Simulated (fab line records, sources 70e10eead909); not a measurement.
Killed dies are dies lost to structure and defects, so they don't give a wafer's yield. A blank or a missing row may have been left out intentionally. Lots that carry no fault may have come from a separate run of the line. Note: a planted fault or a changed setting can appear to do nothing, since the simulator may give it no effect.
Chamber matching || flow nandHarc || 4 sister chambers for NHARC_P_BONDPAD_ETCH_12 on rieDiel-04
The step etches the open film in CHF3/O2, target depth 200 nm, time 100 s. 20 wafers are shown with their chamber, then 10 later ones without.

== WAFERS WITH THEIR CHAMBER ==
{"wafer": "L357.1", "chamber": 3, "showerheadPlenumPTorr (Torr)": 2.47, "drypumpMotorCurrentA (A)": 5.3, "rfVppV (V)": 371.5}
{"wafer": "L357.3", "chamber": 2, "showerheadPlenumPTorr (Torr)": 2.47, "drypumpMotorCurrentA (A)": 4.8, "rfVppV (V)": 371.4}
{"wafer": "L357.6", "chamber": 2, "showerheadPlenumPTorr (Torr)": 2.47, "drypumpMotorCurrentA (A)": 4.9, "rfVppV (V)": 372.1}
{"wafer": "L359.2", "chamber": 2, "showerheadPlenumPTorr (Torr)": 2.47, "drypumpMotorCurrentA (A)": 4.8, "rfVppV (V)": 372.6}
{"wafer": "L359.4", "chamber": 3, "showerheadPlenumPTorr (Torr)": 2.47, "drypumpMotorCurrentA (A)": 5.3, "rfVppV (V)": 371.5}
{"wafer": "L359.5", "chamber": 3, "showerheadPlenumPTorr (Torr)": 2.47, "drypumpMotorCurrentA (A)": 5.3, "rfVppV (V)": 371.6}
{"wafer": "L365.2", "chamber": 2, "showerheadPlenumPTorr (Torr)": 2.47, "drypumpMotorCurrentA (A)": 4.8, "rfVppV (V)": 372.3}
{"wafer": "L365.5", "chamber": 2, "showerheadPlenumPTorr (Torr)": 2.47, "drypumpMotorCurrentA (A)": 4.8, "rfVppV (V)": 371.2}
{"wafer": "L365.6", "chamber": 3, "showerheadPlenumPTorr (Torr)": 2.47, "drypumpMotorCurrentA (A)": 5.3, "rfVppV (V)": 371.8}
{"wafer": "L366.2", "chamber": 3, "showerheadPlenumPTorr (Torr)": 2.47, "drypumpMotorCurrentA (A)": 5.3, "rfVppV (V)": 372.0}
{"wafer": "L366.3", "chamber": 2, "showerheadPlenumPTorr (Torr)": 2.47, "drypumpMotorCurrentA (A)": 4.8, "rfVppV (V)": 371.4}
{"wafer": "L366.5", "chamber": 3, "showerheadPlenumPTorr (Torr)": 2.47, "drypumpMotorCurrentA (A)": 5.3, "rfVppV (V)": 372.5}
{"wafer": "L369.1", "chamber": 1, "showerheadPlenumPTorr (Torr)": 2.36, "drypumpMotorCurrentA (A)": 5.3, "rfVppV (V)": 369.1}
{"wafer": "L369.5", "chamber": 1, "showerheadPlenumPTorr (Torr)": 2.36, "drypumpMotorCurrentA (A)": 5.2, "rfVppV (V)": 369.2}
{"wafer": "L369.6", "chamber": 0, "showerheadPlenumPTorr (Torr)": 2.46, "drypumpMotorCurrentA (A)": 6.0, "rfVppV (V)": 371.3}
{"wafer": "L368.1", "chamber": 2, "showerheadPlenumPTorr (Torr)": 2.47, "drypumpMotorCurrentA (A)": 4.8, "rfVppV (V)": 371.3}
{"wafer": "L368.2", "chamber": 0, "showerheadPlenumPTorr (Torr)": 2.46, "drypumpMotorCurrentA (A)": 6.0, "rfVppV (V)": 371.7}
{"wafer": "L368.5", "chamber": 2, "showerheadPlenumPTorr (Torr)": 2.47, "drypumpMotorCurrentA (A)": 4.9, "rfVppV (V)": 372.0}
{"wafer": "L371.2", "chamber": 1, "showerheadPlenumPTorr (Torr)": 2.36, "drypumpMotorCurrentA (A)": 5.2, "rfVppV (V)": 370.1}
{"wafer": "L371.5", "chamber": 0, "showerheadPlenumPTorr (Torr)": 2.45, "drypumpMotorCurrentA (A)": 6.0, "rfVppV (V)": 372.1}

SIGNATURES, as means of the wafers listed above
{"reading": "showerheadPlenumPTorr", "chamber 0": 2.4567, "chamber 1": 2.3600, "chamber 2": 2.4700, "chamber 3": 2.4700, "scatter within a chamber": 0.00204}
{"reading": "drypumpMotorCurrentA", "chamber 0": 6.000, "chamber 1": 5.233, "chamber 2": 4.825, "chamber 3": 5.300, "scatter within a chamber": 0.0368}
{"reading": "rfVppV", "chamber 0": 371.700, "chamber 1": 369.467, "chamber 2": 371.788, "chamber 3": 371.817, "scatter within a chamber": 0.476}
Rule: for a wafer and a chamber, the distance is found by dividing, reading by reading, the gap between the wafer's reading and the chamber's mean by the reading's scatter, squaring, summing and taking the root. The wafer belongs to the nearest chamber; if the next one is less than 2 further off, it can't be placed. The scatter: take each reading less its chamber's mean, square it, sum over the shown wafers, divide by the number of wafers less the number of chambers, and take the root.

== WAFERS WITH NO CHAMBER GIVEN ==
{"wafer": "L371.6", "showerheadPlenumPTorr (Torr)": 2.36, "drypumpMotorCurrentA (A)": 5.3, "rfVppV (V)": 370.1}
{"wafer": "L373.2", "showerheadPlenumPTorr (Torr)": 2.36, "drypumpMotorCurrentA (A)": 5.3, "rfVppV (V)": 370.1}
{"wafer": "L373.4", "showerheadPlenumPTorr (Torr)": 2.45, "drypumpMotorCurrentA (A)": 6.0, "rfVppV (V)": 373.1}
{"wafer": "L373.6", "showerheadPlenumPTorr (Torr)": 2.47, "drypumpMotorCurrentA (A)": 4.9, "rfVppV (V)": 373.8}
{"wafer": "L370.1", "showerheadPlenumPTorr (Torr)": 2.36, "drypumpMotorCurrentA (A)": 5.3, "rfVppV (V)": 370.1}
{"wafer": "L370.3", "showerheadPlenumPTorr (Torr)": 2.47, "drypumpMotorCurrentA (A)": 4.8, "rfVppV (V)": 371.4}
{"wafer": "L370.6", "showerheadPlenumPTorr (Torr)": 2.45, "drypumpMotorCurrentA (A)": 6.0, "rfVppV (V)": 371.3}
{"wafer": "L372.4", "showerheadPlenumPTorr (Torr)": 2.47, "drypumpMotorCurrentA (A)": 5.3, "rfVppV (V)": 371.6}
{"wafer": "L374.2", "showerheadPlenumPTorr (Torr)": 2.36, "drypumpMotorCurrentA (A)": 5.3, "rfVppV (V)": 369.3}
{"wafer": "L374.4", "showerheadPlenumPTorr (Torr)": 2.47, "drypumpMotorCurrentA (A)": 5.3, "rfVppV (V)": 374.4}

== WHICH CHAMBER EACH WENT THROUGH ==
{"wafer": "L371.6", "from the rows above": 1, "in truth": 1}
{"wafer": "L373.2", "from the rows above": 1, "in truth": 1}
{"wafer": "L373.4", "from the rows above": 0, "in truth": 0}
{"wafer": "L373.6", "from the rows above": 2, "in truth": 2}
{"wafer": "L370.1", "from the rows above": 1, "in truth": 1}
{"wafer": "L370.3", "from the rows above": 2, "in truth": 2}
{"wafer": "L370.6", "from the rows above": 0, "in truth": 0}
{"wafer": "L372.4", "from the rows above": 3, "in truth": 3}
{"wafer": "L374.2", "from the rows above": 1, "in truth": 1}
{"wafer": "L374.4", "from the rows above": 3, "in truth": 3}
Correctly placed: 10 of 10. Left unplaced by these rows: 0. Placed wrongly: 0.
